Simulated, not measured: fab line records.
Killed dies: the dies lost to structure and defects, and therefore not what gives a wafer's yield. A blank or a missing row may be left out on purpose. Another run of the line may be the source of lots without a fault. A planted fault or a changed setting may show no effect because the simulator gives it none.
Which tool is to blame? | flow nand harc | 14 lots, 40 wafers sampled, at 6 steps of a route of 1159

== WHAT THE GAUGES SHOWED, per wafer ==
NHARC_A_ZERO_WELL_CD_MEAS_10: target cd 2000 nm.
lot  | measured     | on        | cd nm (nm)
L286 | day 6 22:35  | cd sem-01 | 1999.2 1998.8 2001.6
L287 | day 7 00:32  | cd sem-02 | 2000.2 2000.3 2001.4
L289 | day 7 11:57  | cd sem-02 | 2002.7 2000.0 2001.6
L288 | day 7 13:43  | cd sem-03 | 2002.7 2000.5 2004.0
L290 | day 7 21:34  | cd sem-01 | 1999.4 2000.4 1997.7
L292 | day 8 14:05  | cd sem-01 | 2002.4 1999.6 1998.9
L294 | day 9 00:59  | cd sem-03 | 1996.6 1995.4 1998.0
L296 | day 10 00:52 | cd sem-03 | 1999.0 1999.5
L300 | day 10 12:58 | cd sem-02 | 2000.8 2000.8
L302 | day 10 22:00 | cd sem-03 | 1997.7 1998.3 1996.6
L305 | day 11 02:49 | cd sem-02 | 1997.1 1996.0 1996.7
L306 | day 11 18:28 | cd sem-01 | 2004.4 2000.7 2004.1
L307 | day 11 19:32 | cd sem-03 | 1999.1 2001.0 2001.4
L308 | day 12 09:53 | cd sem-03 | 1997.1 1997.3 1996.7

NHARC_A_ONON_D1_THK_MEAS_24: measures by ellipsometry.
lot  | measured     | on            | thk nm (nm)
L286 | day 8 09:53  | film metro-01 | 995 995 995
L287 | day 8 09:53  | film metro-02 | 998 998 1000
L289 | day 9 00:52  | film metro-02 | 995 994 992
L288 | day 9 00:54  | film metro-01 | 1000 999 998
L290 | day 9 08:11  | film metro-01 | 985 986 987
L292 | day 10 00:43 | film metro-02 | 995 997 996
L294 | day 10 13:44 | film metro-01 | 1006 1007 1006
L296 | day 11 11:51 | film metro-01 | 1010 680
L300 | day 11 23:04 | film metro-01 | 1000 669
L302 | day 12 07:01 | film metro-01 | 1008 1010 1009
L305 | day 12 13:04 | film metro-01 | 994 996 998
L306 | day 13 06:07 | film metro-02 | 1004 1004 1005
L307 | day 13 06:07 | film metro-02 | 991 993 993
L308 | day 14 00:19 | film metro-02 | 1012 1010 1010

NHARC_A_CHANNEL_HOLE_D1_INSPECT_12.
lot  | measured     | on                | raw defect count
L286 | day 8 18:10  | defect inspect-02 | 4 6 7
L287 | day 8 17:12  | defect inspect-01 | 3 7 9
L289 | day 9 05:32  | defect inspect-01 | 4 3 3
L288 | day 9 05:23  | defect inspect-02 | 7 3 4
L290 | day 9 12:45  | defect inspect-02 | 6 4 6
L292 | day 10 06:47 | defect inspect-02 | 3 3 9
L294 | day 10 20:58 | defect inspect-01 | 4 9 3
L296 | day 11 17:01 | defect inspect-02 | 5
L300 | day 12 05:46 | defect inspect-01 | 6
L302 | day 12 11:50 | defect inspect-01 | 6 1 8
L305 | day 12 18:24 | defect inspect-01 | 9 7 5
L306 | day 13 11:36 | defect inspect-02 | 9 7 3
L307 | day 13 12:49 | defect inspect-01 | 5 6 5
L308 | day 14 04:52 | defect inspect-02 | 6 4 7

NHARC_END_SORT_01.
lot  | measured     | on        | killed at array | killed at other | killed at periphery | killed dies | killed open | killed short
L296 | day 22 15:07 | prober-02 | 35 674          | 2 1             | 1 2                 | 38 677      | 4 2         | 2 1
L300 | day 23 08:08 | prober-02 | 32 676          | 2 0             | 4 1                 | 38 677      | 5 5         | 2 1

== WHAT TOOL EACH LOT RAN ON (gives the tool, then ch and the chambers of the sampled wafers, and finally the start) ==
lot  | NHARC_P_BONDPAD_PVD_27                  | NHARC_A_ONON_D1_DEP_22
L286 | pvd sputter-03, day 6 22:35 or earlier  | pecvd onon-02 ch 0, day 8 09:22
L287 | pvd sputter-02, day 7 00:32 or earlier  | pecvd onon-03 ch 0, day 8 09:26
L289 | pvd sputter-02, day 7 11:57 or earlier  | pecvd onon-03 ch 0, day 9 00:22
L288 | pvd sputter-01, day 7 13:43 or earlier  | pecvd onon-02 ch 0, day 9 00:23
L290 | pvd sputter-03, day 7 21:34 or earlier  | pecvd onon-03 ch 0, day 9 07:40
L292 | pvd sputter-02, day 8 14:05 or earlier  | pecvd onon-02 ch 0, day 10 00:14
L294 | pvd sputter-02, day 9 00:59 or earlier  | pecvd onon-03 ch 0, day 10 13:13
L296 | pvd sputter-03, day 10 00:52 or earlier | pecvd onon-02 ch 0, day 11 11:27
L300 | pvd sputter-03, day 10 12:58 or earlier | pecvd onon-02 ch 0, day 11 22:34
L302 | pvd sputter-02, day 10 22:00 or earlier | pecvd onon-01 ch 0, day 12 06:34
L305 | pvd sputter-03, day 11 02:49 or earlier | pecvd onon-03 ch 0, day 12 12:34
L306 | pvd sputter-01, day 11 18:28 or earlier | pecvd onon-03 ch 0, day 13 05:43
L307 | pvd sputter-01, day 11 19:32 or earlier | pecvd onon-01 ch 0, day 13 05:36
L308 | pvd sputter-02, day 12 09:53 or earlier | pecvd onon-03 ch 0, day 13 23:52
- NHARC_P_BONDPAD_PVD_27: deposits Cu, target thk 30 nm, time 20.49 s.
- NHARC_A_ONON_D1_DEP_22: target thk 1000 nm.

== AS READ BY THE TOOLS THEMSELVES (means over the sampled wafers that have a number; for cases with no such wafer, the mark the record gives instead) ==
NHARC_P_BONDPAD_PVD_27.
lot  | tool           | throttle valve pct (%)
L286 | pvd sputter-03 | 30.3
L287 | pvd sputter-02 | 29.9
L289 | pvd sputter-02 | 29.7
L288 | pvd sputter-01 | 30.6
L290 | pvd sputter-03 | 30.2
L292 | pvd sputter-02 | 30.0
L294 | pvd sputter-02 | 30.1
L296 | pvd sputter-03 | 30.3
L300 | pvd sputter-03 | 29.9
L302 | pvd sputter-02 | 29.9
L305 | pvd sputter-03 | 30.3
L306 | pvd sputter-01 | 30.5
L307 | pvd sputter-01 | 30.6
L308 | pvd sputter-02 | 29.8

== THE ANSWER, worked out from the rows above alone ==
Rule: the usual values come from the lots themselves. Put in order of their means at a reading, lots are off if they are a third of the lots or fewer, leave a main group of 4 or more, and stand apart from it by a gap of 3 or more times the standard deviation of the main group's means; of several such gaps the widest counts. The tables above print the reading to a certain number of digits; a main group whose means all agree to those digits is not used. Also off: a lot with no number at a reading for which 4 or more lots have one. Any other lot the step has rows for is counted as sound. After the gauges, taken in route order, come the tools' own readings; for these a lot's mean is taken, as printed above. The first step at which some lot is off is used, and at that step the reading that is off furthest; a lot without a number counts as furthest.
Off, at NHARC_A_ONON_D1_THK_MEAS_24 on thk nm: L296, L300. Main group: mean 999 nm, sd 7.
If a tool, at a process step before that reading, ran all the lots that are off and no sound lot after the first of them, it fits. Those tools and the gauges at NHARC_A_ONON_D1_THK_MEAS_24 are tried in the same way. With no start given for some of its lots, NHARC_P_BONDPAD_PVD_27 uses the hours and lot order of NHARC_A_ZERO_WELL_CD_MEAS_10. One fits: pecvd onon-02 at NHARC_A_ONON_D1_DEP_22. A fault onset in the window from L292 (day 10 00:14, its last sound lot) to L296 (day 11 11:27, its first lot off) fits.

== WHAT HAD BEEN PUT IN BY THE SIMULATOR ==
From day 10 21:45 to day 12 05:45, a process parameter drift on pecvd onon-02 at NHARC_A_ONON_D1_DEP_22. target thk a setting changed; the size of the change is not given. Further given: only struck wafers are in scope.
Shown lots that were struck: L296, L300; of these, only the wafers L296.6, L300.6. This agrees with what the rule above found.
